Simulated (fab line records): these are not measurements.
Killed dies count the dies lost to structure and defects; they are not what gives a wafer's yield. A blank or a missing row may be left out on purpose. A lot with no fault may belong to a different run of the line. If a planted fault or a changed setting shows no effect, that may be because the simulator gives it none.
Which tool did it? ; flow nand harc ; 18 wafers from 6 lots sampled at 3 of the route's 1159 steps

== WHAT EACH GAUGE READ, for each wafer ==
NHARC_P_BONDPAD_THK_MEAS_33: measures by ellipsometry.
lot;measured;on;thk nm (nm)
L563;day 6 14:07;film metro-02;202.1 201.5 199.6
L566;day 7 17:59;film metro-02;248.9 252.0 253.0
L576;day 10 08:22;film metro-02;199.4 200.9 200.8
L579;day 10 23:24;film metro-02;200.2 197.6 199.9
L581;day 11 08:59;film metro-02;199.3 196.8 197.0
L584;day 11 18:43;film metro-02;200.1 201.1 198.5

== WHAT TOOL EACH LOT RAN ON (gives the tool, then ch and the chambers of the sampled wafers, and finally the start) ==
lot;NHARC_P_M2_PRE_CLEAN_30;NHARC_P_BONDPAD_CMP_32
L563;pvd sputter-01, day 6 13:52 or earlier;cmp-04 ch 0,3, day 6 13:52
L566;pvd sputter-02, day 7 17:45 or earlier;cmp-02 ch 2,3, day 7 17:45
L576;pvd sputter-03, day 10 08:08 or earlier;cmp-02 ch 1,2,3, day 10 08:08
L579;pvd sputter-02, day 10 23:09 or earlier;cmp-03 ch 0,1,2, day 10 23:09
L581;pvd sputter-02, day 11 08:43 or earlier;cmp-03 ch 1,2,3, day 11 08:43
L584;pvd sputter-01, day 11 18:30 or earlier;cmp-03 ch 1,2,3, day 11 18:30
- NHARC_P_M2_PRE_CLEAN_30: time 30 s.
- NHARC_P_BONDPAD_CMP_32: polishes SiCN, target thk 200 nm.

== THE ANSWER, worked out from the rows above alone ==
Rule: the lots themselves supply what counts as usual. The widest of any qualifying gaps counts: lots, ordered by their means at a reading, are off when they make up no more than a third of the lots, leave a main group of 4 or more, and stand apart from it by 3 or more times the standard deviation of that group's means. If all means in a main group match to the digits the tables above print for the reading, that group is not used. A lot without any number at a reading at which 4 lots or more have one is off too. Where the step has rows for the other lots, those lots are counted as sound.
Off: L566, at NHARC_P_BONDPAD_THK_MEAS_33 (thk nm). The main group has a mean of 199.7 nm with a standard deviation of 1.1.
A tool fits if, at a process step before that reading, it ran every lot that is off, and no sound lot after the first of them. Gauges at NHARC_P_BONDPAD_THK_MEAS_33: tried the same way as those tools. With no start given for some of its lots, NHARC_P_M2_PRE_CLEAN_30 uses the hours and lot order of NHARC_P_BONDPAD_CMP_32. Of those tried, none fits.

== WHAT WAS PUT IN BY THE SIMULATOR ==
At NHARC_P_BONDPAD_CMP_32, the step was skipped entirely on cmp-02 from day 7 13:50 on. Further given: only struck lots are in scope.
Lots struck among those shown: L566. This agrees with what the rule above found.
